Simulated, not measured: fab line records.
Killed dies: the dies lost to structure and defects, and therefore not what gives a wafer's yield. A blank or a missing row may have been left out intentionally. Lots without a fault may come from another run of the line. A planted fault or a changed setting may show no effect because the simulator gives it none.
fab line records	flow nandHarc
record: lots: 5	wafers: 15	lastDay: 32
route steps=1302 shown P_BONDPAD@360 END@1302
lots with no fault: from the same line, run without faults
startH: hours from the record's first day to the start of the lot's first wafer shown	waitH: hours since the lot's step before	" identical to the entry in the row above	L1.1+2: one row covering several wafers at once	- no value, or no start was given	* or withheld: withheld	< > ~ a bound
route shown NAME@n: a module of which the file shows steps, and the number in the route of the first	usual: mean and standard deviation over wafers with no fault	same: alike in all rows	chamber/n: place in a boat	sites: the reading at each site	_std_site: the values' standard deviation	_edge_site: mean of outer sites minus mean of inner sites	radiusMm: how far each site lies from the wafer's centre	mask NAME#n: copy n	behind: the tool/chamber that last shaped the wafer	hold: cause of the lot's hold/its duration in hours/its outcome	device: the n, p or np transistor that did not switch	end of line: at the end of the route, the tests of the same wafers	a step with no rows: only its recipe	killed: the dies lost at the first sort to structure and to defects; this is not the yield of the wafer	map: a wafer's dies, x killed, . not, _ none there
set.NAME: the setting the step ran with; set.NAME@STEP: the setting that earlier step ran with	model.NAME: the simulator's own value behind a step, which no gauge read
lots at selected steps of the route; one table per step, one row per wafer
services: from which hour (startH, from the record's first day; less than 0 if before it) a tool's chamber was out of use, for how many hours, and why
== steps ==
step: NHARC_P_BONDPAD_EBR_05
step: NHARC_P_BONDPAD_EXPOSE_06
recipe: na: 0.55	doseMj: 37.06	maskId: P_BPAD
step: NHARC_P_BONDPAD_PEB_07
recipe: pebTempC: 128	pebTimeS: 80
step: NHARC_P_BONDPAD_DEVELOP_08
recipe: timeS: 50	devTempC: 22
step: NHARC_P_BONDPAD_CD_MEAS_09
recipe: targetCdNm: 500	landingEnergyEv: 500
usual: cdNm: 502.5/2
same: landingEnergyEv: 500
lot.wafer	tool	chamber	startH	waitH	cdNm
L644.2	cdSem-02	0	141.07	-	505.1
L644.5	"	0	"	"	503.6
L644.6	"	0	"	"	505.1
L649.2	cdSem-03	0	189.44	-	504.2
L649.3	"	0	"	"	503.1
L649.5	"	0	"	"	503.2
L654.2	cdSem-03	0	247.94	-	503.2
L654.3	"	0	"	"	503.6
L654.4	"	0	"	"	498.8
L662.1	cdSem-02	0	324.72	-	506.5
L662.4	"	0	"	"	502.9
L662.5	"	0	"	"	503.9
L665.2	cdSem-03	0	356.00	-	502.8
L665.4	"	0	"	"	502.8
L665.5	"	0	"	"	502.5
step: NHARC_P_BONDPAD_OVL_MEAS_38
usual: overlayXNm: 0/5.9	overlayYNm: -1/4.9
lot.wafer	tool	chamber	startH	waitH	overlayXNm	overlayYNm
L644.2	overlay-01	-	141.16	-	0	0
L644.5	"	-	"	"	-1	0
L644.6	"	-	"	"	-1	1
L649.2	overlay-01	-	189.52	-	-5	-9
L649.3	"	-	"	"	-5	-10
L649.5	"	-	"	"	-5	-10
L654.2	overlay-01	-	248.03	-	-6	3
L654.3	"	-	"	"	-6	2
L654.4	"	-	"	"	-6	1
L662.1	overlay-02	-	324.81	-	-10	1
L662.4	"	-	"	"	-10	0
L662.5	"	-	"	"	-10	0
L665.2	overlay-01	-	356.08	-	3	2
L665.4	"	-	"	"	3	3
L665.5	"	-	"	"	3	3
step: NHARC_P_BONDPAD_HARDBAKE_10
recipe: tempC: 118	timeS: 65
step: NHARC_P_BONDPAD_DESCUM_11
recipe: timeS: 3	o2FlowSccm: 200	arFlowSccm: 0	biasPowerW: 0	chemistry: O2
usual: drypumpMotorCurrentA: 6.0/0.4	o2FlowSccm: 200.0/0.6	oesProductAu: 0.997/0.013	rfVppV: 57.6/0.8	showerheadPlenumPTorr: 1.92/0.065	throttleValvePct: 11.311/0.0089
lot.wafer	tool	chamber	startH	waitH	drypumpMotorCurrentA	o2FlowSccm	oesProductAu	rfHoursCounterH	rfVppV	showerheadPlenumPTorr	throttleValvePct
L644.2	rieDiel-12	1	141.29	-	6.5	201.1	0.985	3.4	56.4	1.91	11.327
L644.5	"	0	"	"	5.9	200.4	0.987	-	57.0	1.98	11.308
L644.6	"	1	"	"	6.5	200.8	0.995	-	57.5	1.91	11.319
L649.3	rieDiel-07	2	189.64	-	6.1	199.8	0.989	1.4	57.8	1.80	11.300
L649.2	"	0	"	"	5.8	199.6	0.970	1.3	58.1	2.05	11.324
L649.5	"	2	"	"	6.0	200.1	1.002	-	55.8	1.80	11.296
L654.3	rieDiel-07	2	248.15	-	6.1	199.4	0.983	2.9	57.3	1.80	11.306
L654.2	"	0	"	"	5.8	199.1	0.982	2.9	57.0	2.04	11.304
L654.4	"	1	"	"	5.0	200.3	0.986	2.7	59.5	1.98	11.307
L662.1	rieDiel-08	1	324.93	-	5.9	200.7	0.999	7.1	57.9	1.95	11.306
L662.4	"	3	"	"	6.6	201.1	1.002	6.0	56.0	1.78	11.318
L662.5	"	2	"	"	6.5	199.5	1.003	-	58.1	1.95	11.313
L665.2	rieDiel-07	2	356.21	-	6.1	201.1	0.994	1.4	58.2	1.80	11.309
L665.5	"	2	"	"	6.1	200.8	0.989	-	57.6	1.80	11.304
L665.4	"	0	"	"	5.8	200.3	0.977	-	57.4	2.04	11.302
step: NHARC_P_BONDPAD_ETCH_37
recipe: targetDepthA: 600	overetchA: 180	timeS: 65.91	ionEnergyEv: 200	n2FlowSccm: 150	h2FlowSccm: 150	arFlowSccm: 0	rfW: 400	biasW: 150	chemistry: N2/H2
usual: drypumpMotorCurrentA: 6.0/0.42	oesProductAu: 0.997/0.014	rfVppV: 430.8/2.1	showerheadPlenumPTorr: 2.05/0.072	throttleValvePct: 14.171/0.0091
lot.wafer	tool	chamber	startH	waitH	drypumpMotorCurrentA	oesProductAu	rfHoursCounterH	rfVppV	showerheadPlenumPTorr	throttleValvePct
L644.2	rieDiel-12	1	141.40	0.1	6.5	0.991	3.5	431.0	2.03	14.171
L644.5	"	2	"	"	5.7	1.016	-	429.7	2.03	14.170
L644.6	"	1	"	"	6.5	0.992	-	431.0	2.03	14.167
L649.3	rieDiel-07	3	189.74	0.1	5.7	0.978	1.6	431.2	2.08	14.173
L649.2	"	1	"	"	5.0	0.999	1.2	432.4	2.11	14.174
L649.5	"	2	"	"	6.0	0.991	-	427.1	1.92	14.157
L654.2	rieDiel-07	1	248.70	0.5	5.0	0.993	2.7	434.0	2.11	14.173
L654.3	"	2	"	"	6.1	0.988	2.9	426.1	1.92	14.168
L654.4	"	3	"	"	5.7	0.985	3.1	431.1	2.08	14.167
L662.1	rieDiel-08	2	325.03	0.1	6.6	1.001	6.3	431.0	2.08	14.155
L662.4	"	3	"	"	6.6	1.007	6.0	427.9	1.90	14.168
L662.5	"	1	"	"	5.9	0.999	-	429.9	2.08	14.162
L665.2	rieDiel-07	0	356.31	0.1	5.8	0.987	1.6	434.2	2.18	14.184
L665.4	"	2	"	"	6.1	0.996	-	425.9	1.92	14.176
L665.5	"	3	"	"	5.7	0.987	-	432.3	2.08	14.176
step: NHARC_P_BONDPAD_ETCH_12
recipe: targetDepthA: 2000	timeS: 100	chf3FlowSccm: 50	o2FlowSccm: 10	arFlowSccm: 200	rfW: 500	biasW: 200	chemistry: CHF3/O2
usual: drypumpMotorCurrentA: 6.0/0.41	o2FlowSccm: 10.000/0.03	oesProductAu: 0.936/0.025	rfVppV: 370.9/1.8	showerheadPlenumPTorr: 2.42/0.078	throttleValvePct: 20.573/0.0088
lot.wafer	tool	chamber	startH	waitH	drypumpMotorCurrentA	o2FlowSccm	oesProductAu	rfHoursCounterH	rfVppV	showerheadPlenumPTorr	throttleValvePct
L644.2	rieDiel-12	2	-	-	5.8	10.040	0.979	2.5	370.4	2.39	20.572
L644.6	"	1	"	"	6.6	9.958	0.958	-	370.7	2.40	20.569
L644.5	"	2	"	"	5.7	9.990	0.981	-	370.9	2.39	20.577
L649.3	rieDiel-07	1	-	-	5.0	9.954	0.979	1.2	372.9	2.48	20.569
L649.2	"	2	"	"	6.1	9.990	0.963	1.5	367.9	2.27	20.581
L649.5	"	0	"	"	5.9	10.004	0.946	-	373.5	2.56	20.591
L654.2	rieDiel-07	3	-	-	5.6	10.012	0.904	3.1	370.7	2.45	20.576
L654.3	"	0	"	"	5.8	9.941	0.901	2.9	373.5	2.56	20.563
L654.4	"	2	"	"	6.1	10.020	0.920	2.9	369.4	2.27	20.556
L662.4	rieDiel-08	1	-	-	5.9	9.987	0.915	7.1	371.6	2.45	20.575
L662.1	"	0	"	"	5.7	10.031	0.913	6.8	368.8	2.36	20.579
L662.5	"	2	"	"	6.6	9.997	0.917	-	371.5	2.45	20.579
L665.2	rieDiel-07	2	-	-	6.1	9.960	0.952	1.5	368.8	2.27	20.575
L665.5	"	0	"	"	5.8	9.969	0.951	-	373.7	2.56	20.576
L665.4	"	2	"	"	6.1	10.032	0.953	-	368.7	2.27	20.573
step: NHARC_P_BONDPAD_CD_MEAS_13
usual: cdNm: 501.7/2.2
lot.wafer	tool	chamber	startH	waitH	cdNm
L644.2	cdSem-03	-	141.65	-	503.1
L644.5	"	-	"	"	502.6
L644.6	"	-	"	"	505.5
L649.2	cdSem-02	-	189.96	-	502.5
L649.3	"	-	"	"	502.8
L649.5	"	-	"	"	502.4
L654.2	cdSem-03	-	248.93	-	500.1
L654.3	"	-	"	"	503.1
L654.4	"	-	"	"	499.3
L662.1	cdSem-03	-	325.25	-	504.2
L662.4	"	-	"	"	500.7
L662.5	"	-	"	"	504.1
L665.2	cdSem-02	-	356.57	-	503.7
L665.4	"	-	"	"	503.3
L665.5	"	-	"	"	503.3
step: NHARC_P_BONDPAD_STRIP_15
recipe: o2FlowSccm: 500	arFlowSccm: 0	biasW: 0	chemistry: O2
usual: drypumpMotorCurrentA: 6.0/0.45	o2FlowSccm: 500.0/1.5	oesProductAu: 0.994/0.014	rfVppV: 57.9/0.91	showerheadPlenumPTorr: 3.54/0.13	throttleValvePct: 17.037/0.0087
lot.wafer	tool	chamber	startH	waitH	drypumpMotorCurrentA	o2FlowSccm	oesProductAu	rfHoursCounterH	rfVppV	showerheadPlenumPTorr	throttleValvePct
L644.2	rieDiel-07	1	141.74	0.1	5.0	500.9	1.006	0.2	59.4	3.64	17.033
L644.5	"	0	"	"	5.8	499.1	0.946	-	58.1	3.75	17.034
L644.6	"	1	"	"	5.0	500.5	0.999	-	58.0	3.64	17.014
L649.3	rieDiel-08	0	190.03	0.1	5.7	497.4	0.984	9.1	57.8	3.47	17.041
L649.2	"	2	"	"	6.5	498.6	0.991	8.1	57.7	3.59	17.050
L649.5	"	3	"	"	6.6	503.5	1.003	-	57.4	3.31	17.032
L654.2	rieDiel-08	3	249.00	0.1	6.6	499.5	0.990	2.3	57.5	3.31	17.038
L654.4	"	0	"	"	5.7	501.8	0.995	1.9	58.1	3.47	17.034
L654.3	"	2	"	"	6.5	502.6	1.004	2.0	58.2	3.59	17.027
L662.1	rieDiel-12	1	325.32	0.1	6.5	499.8	0.980	2.7	57.0	3.51	17.026
L662.4	"	0	"	"	6.0	499.9	0.986	3.2	56.6	3.64	17.031
L662.5	"	2	"	"	5.7	501.1	1.014	-	57.9	3.50	17.029
L665.2	rieDiel-07	3	356.66	0.1	5.7	502.5	0.997	1.6	56.0	3.59	17.041
L665.5	"	3	"	"	5.6	498.4	0.985	-	58.6	3.59	17.042
L665.4	"	0	"	"	5.8	501.2	0.989	-	58.6	3.75	17.042
step: NHARC_P_BONDPAD_ETCH_24
recipe: targetDepthA: 300	overEtchFrac: 0.3	timeS: 72.99	ionEnergyEv: 150	cf4FlowSccm: 50	n2FlowSccm: 100	arFlowSccm: 150	rfW: 300	biasW: 100	chemistry: CF4/N2
usual: drypumpMotorCurrentA: 6.0/0.43	oesProductAu: 0.992/0.012	rfVppV: 314.4/1.9	showerheadPlenumPTorr: 2.64/0.097	throttleValvePct: 19.794/0.0095
lot.wafer	tool	chamber	startH	waitH	drypumpMotorCurrentA	oesProductAu	rfHoursCounterH	rfVppV	showerheadPlenumPTorr	throttleValvePct
L644.2	rieDiel-07	3	141.87	-	5.7	0.991	0.2	315.5	2.67	19.793
L644.6	"	3	"	"	5.7	0.994	-	315.8	2.67	19.796
L644.5	"	0	"	"	5.8	0.962	-	317.3	2.80	19.783
L649.3	rieDiel-08	0	190.22	0.2	5.7	0.986	9.2	312.6	2.58	19.791
L649.2	"	2	"	"	6.5	0.990	8.2	314.7	2.68	19.792
L649.5	"	0	"	"	5.7	0.982	-	312.2	2.58	19.791
L654.2	rieDiel-08	3	249.15	-	6.6	0.994	2.3	311.9	2.46	19.798
L654.3	"	1	"	"	5.9	0.987	1.7	314.3	2.68	19.793
L654.4	"	2	"	"	6.5	1.327	2.1	316.4	2.67	19.794
L662.1	rieDiel-12	0	325.47	-	5.9	0.987	3.2	315.4	2.71	19.791
L662.4	"	3	"	"	6.3	1.004	3.4	315.3	2.66	19.797
L662.5	"	0	"	"	5.9	0.988	-	317.1	2.71	19.798
L665.2	rieDiel-07	3	356.83	0.1	5.6	0.989	1.6	314.6	2.67	19.789
L665.5	"	0	"	"	5.8	0.990	-	316.9	2.79	19.793
L665.4	"	2	"	"	6.1	0.989	-	311.5	2.48	19.806
step: NHARC_P_BONDPAD_STRIP_16
recipe: timeS: 600	tempC: 30	chemistry: postEtchResidueRemover
step: NHARC_END_SORT_01
recipe: tempC: 25
usual: defectLimitedYield: 90.7/2.7	killedAtArray: 58/19	killedAtOther: 1.1/1.2	killedAtPeriphery: 3.8/2.4	killedDies: 63/18	killedOpen: 3.3/1.8	killedShort: 2.2/1.6
same: grossDies: 677
lot.wafer	tool	chamber	startH	waitH	defectLimitedYield[%]	killedAtArray	killedAtOther	killedAtPeriphery	killedDies	killedOpen	killedShort
L644.2	prober-01	0	563.07	2.8	92.6	47	0	3	50	1	2
L644.5	prober-01	0	565.46	3.7	93.8	42	0	0	42	2	1
L644.6	prober-01	0	566.26	4.0	92.8	46	0	3	49	2	2
L649.2	prober-01	0	611.42	2.8	95.6	25	3	2	30	4	2
L649.3	prober-01	0	612.22	3.1	95.0	32	2	0	34	1	6
L649.5	prober-01	0	613.81	3.7	94.2	31	3	5	39	5	4
L654.2	prober-02	0	677.19	2.8	86.0	91	2	2	95	6	4
L654.3	prober-02	0	677.98	3.1	87.9	80	2	0	82	1	0
L654.4	prober-02	0	678.78	3.4	88.2	79	1	0	80	1	1
L662.1	prober-01	0	751.33	2.5	95.7	20	1	8	29	1	2
L662.4	prober-01	0	753.72	3.4	93.5	31	3	10	44	2	2
L662.5	prober-01	0	754.51	3.7	93.9	34	0	7	41	9	2
L665.2	prober-01	0	771.81	2.8	90.0	63	2	3	68	4	2
L665.4	prober-01	0	773.41	3.4	88.6	73	2	2	77	6	0
L665.5	prober-01	0	774.21	3.7	87.0	80	0	8	88	2	3
killed by level:class
L644.2 A_SLIT:chamberFilmFlake=23 A_CHANNEL_HOLE_D2:chamberFilmFlake=8 A_CONTACT:chamberFilmFlake=7 A_WL_FILL:chamberFilmFlake=3 P_BONDPAD:chamberFilmFlake=2 A_STAIRCASE:chamberFilmFlake=2 A_CHANNEL_FILL_D2:geometricParticle:open=1 A_CHANNEL_FILL_D2:geometricParticle:short=1
L644.5 A_SLIT:chamberFilmFlake=21 A_CHANNEL_HOLE_D2:chamberFilmFlake=7 A_CONTACT:chamberFilmFlake=5 A_STAIRCASE:chamberFilmFlake=3 A_CHANNEL_HOLE_D1:chamberFilmFlake=2 A_DECK1_JOINT:geometricParticle:open=1 A_BLC:geometricParticle:short=1 A_M0:geometricParticle:open=1
L644.6 A_SLIT:chamberFilmFlake=26 A_CONTACT:chamberFilmFlake=6 A_CHANNEL_HOLE_D2:chamberFilmFlake=5 P_ZERO_WELL:chamberFilmFlake=2 A_WL_FILL:chamberFilmFlake=2 A_CHANNEL_FILL_D1:geometricParticle:short=1 A_ONON_D2:geometricParticle:open=1 A_SGD_CUT:geometricParticle:short=1
L649.2 A_CHANNEL_HOLE_D2:chamberFilmFlake=9 A_STAIRCASE:chamberFilmFlake=7 THIN_TSV:chamberFilmFlake=3 A_CHANNEL_FILL_D1:geometricParticle:open=1 A_CHANNEL_FILL_D2:geometricParticle:short=1 A_CHANNEL_FILL_D2:geometricParticle:open=1 A_STAIRCASE:geometricParticle:open=1 A_M0:geometricParticle:short=1
L649.3 A_CHANNEL_HOLE_D2:chamberFilmFlake=13 A_STAIRCASE:chamberFilmFlake=7 A_CHANNEL_HOLE_D1:chamberFilmFlake=3 A_CHANNEL_FILL_D1:geometricParticle:short=2 THIN_TSV:chamberFilmFlake=2 A_ONON_D1:geometricParticle:short=1 A_CHANNEL_FILL_D1:geometricParticle:open=1 A_CHANNEL_HOLE_D2:geometricParticle:short=1
L649.5 A_CHANNEL_HOLE_D2:chamberFilmFlake=12 A_CHANNEL_HOLE_D1:chamberFilmFlake=7 A_STAIRCASE:chamberFilmFlake=3 THIN_TSV:chamberFilmFlake=3 A_DECK1_JOINT:chamberFilmFlake=2 P_STI:geometricParticle:short=1 P_STI:geometricParticle:open=1 P_GATE:geometricParticle:open=1
L654.2 A_SLIT:chamberFilmFlake=33 A_CHANNEL_HOLE_D1:chamberFilmFlake=25 A_CHANNEL_HOLE_D2:chamberFilmFlake=14 A_ZERO_WELL:chamberFilmFlake=5 A_CONTACT:chamberFilmFlake=4 P_CONTACT:geometricParticle:open=1 A_SOURCE_PLATE:geometricParticle:short=1 A_ONON_D1:geometricParticle:open=1
L654.3 A_SLIT:chamberFilmFlake=29 A_CHANNEL_HOLE_D1:chamberFilmFlake=28 A_CHANNEL_HOLE_D2:chamberFilmFlake=12 A_ZERO_WELL:chamberFilmFlake=4 A_CONTACT:chamberFilmFlake=3 THIN_TSV:chamberFilmFlake=2 A_CHANNEL_HOLE_D2:geometricParticle:open=1 A_CHANNEL_FILL_D2:chamberFilmFlake=1
L654.4 A_SLIT:chamberFilmFlake=29 A_CHANNEL_HOLE_D1:chamberFilmFlake=26 A_CHANNEL_HOLE_D2:chamberFilmFlake=12 A_CONTACT:chamberFilmFlake=4 A_ZERO_WELL:chamberFilmFlake=2 A_CHANNEL_FILL_D2:chamberFilmFlake=2 A_ONON_D2:geometricParticle:short=1 A_WL_FILL:geometricParticle:open=1
L662.1 A_CHANNEL_HOLE_D1:chamberFilmFlake=13 P_CONTACT:chamberFilmFlake=7 A_SLIT:chamberFilmFlake=3 P_ZERO_WELL:chamberFilmFlake=1 A_ONON_D1:geometricParticle:short=1 A_WL_FILL:geometricParticle:short=1 A_M1:geometricParticle:open=1 A_CONTACT:chamberFilmFlake=1
L662.4 A_CHANNEL_HOLE_D1:chamberFilmFlake=14 A_STAIRCASE:chamberFilmFlake=6 A_SLIT:chamberFilmFlake=6 P_CONTACT:chamberFilmFlake=5 P_GATE:chamberFilmFlake=3 A_CONTACT:chamberFilmFlake=2 THIN_TSV:chamberFilmFlake=2 P_CONTACT:geometricParticle:open=1
L662.5 A_CHANNEL_HOLE_D1:chamberFilmFlake=15 A_SLIT:chamberFilmFlake=6 A_CONTACT:chamberFilmFlake=3 P_M0:geometricParticle:open=2 A_DECK1_JOINT:geometricParticle:open=2 A_M1:geometricParticle:open=2 A_WL_FILL:chamberFilmFlake=2 P_GATE:geometricParticle:open=1
L665.2 A_SLIT:chamberFilmFlake=25 A_CHANNEL_HOLE_D2:chamberFilmFlake=23 A_CONTACT:chamberFilmFlake=4 A_M1:chamberFilmFlake=3 A_STAIRCASE:chamberFilmFlake=2 THIN_TSV:chamberFilmFlake=2 P_GATE:geometricParticle:open=1 P_CONTACT:geometricParticle:open=1
L665.4 A_SLIT:chamberFilmFlake=26 A_CHANNEL_HOLE_D2:chamberFilmFlake=24 A_CONTACT:chamberFilmFlake=11 A_BLC:geometricParticle:open=3 A_DECK1_JOINT:chamberFilmFlake=2 A_M1:chamberFilmFlake=2 THIN_TSV:chamberFilmFlake=2 A_CHANNEL_FILL_D1:geometricParticle:open=1
L665.5 A_SLIT:chamberFilmFlake=38 A_CHANNEL_HOLE_D2:chamberFilmFlake=29 A_CONTACT:chamberFilmFlake=6 P_GATE:chamberFilmFlake=5 A_WL_FILL:geometricParticle:short=2 P_STI:chamberFilmFlake=2 A_M1:chamberFilmFlake=2 P_CONTACT:geometricParticle:open=1
== services ==
tool	chamber	startH	hours	kind
rieDiel-07	2	121.70	5.4	repair
rieDiel-07	0	126.20	-	clean
rieDiel-07	1	126.20	-	clean
rieDiel-07	3	126.20	-	clean
rieDiel-07	3	133.89	4.8	repair
rieDiel-12	3	134.20	29.8	repair
rieDiel-07	0	150.70	-	clean
rieDiel-12	2	165.69	20.1	repair
rieDiel-08	2	179.00	7.0	repair
rieDiel-08	1	180.40	14.0	repair
rieDiel-08	-	190.80	9.0	pm
rieDiel-12	-	218.04	0.4	repair
rieDiel-12	0	227.54	5.6	repair
rieDiel-07	2	233.50	3.3	repair
rieDiel-07	3	259.92	6.5	repair
rieDiel-12	-	268.40	9.0	pm
rieDiel-07	0	277.87	10.2	repair
rieDiel-12	2	293.96	1.9	repair
rieDiel-07	-	294.20	9.0	pm
rieDiel-08	2	307.16	6.4	repair
rieDiel-12	3	335.88	17.3	repair
rieDiel-08	0	339.88	4.7	repair
rieDiel-08	2	341.29	9.0	repair
rieDiel-07	1	346.68	12.2	repair
== key ==
firstSign: step: NHARC_P_BONDPAD_ETCH_24	reading: oesProductAu	direction: up	sigmas: 27	usual: 0.992	struck: 1.327
effect none on later readings
metAt NHARC_P_BONDPAD_ETCH_24
struckWafers L654.4
onsetBetween 190.22 249.15
fault: kind: processParameterDrift	tool: rieDiel-08	chamber: 2	onsetH: 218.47	steps: NHARC_P_BONDPAD_ETCH_24	channel: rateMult	offset: 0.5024	shape: step	endH: 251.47
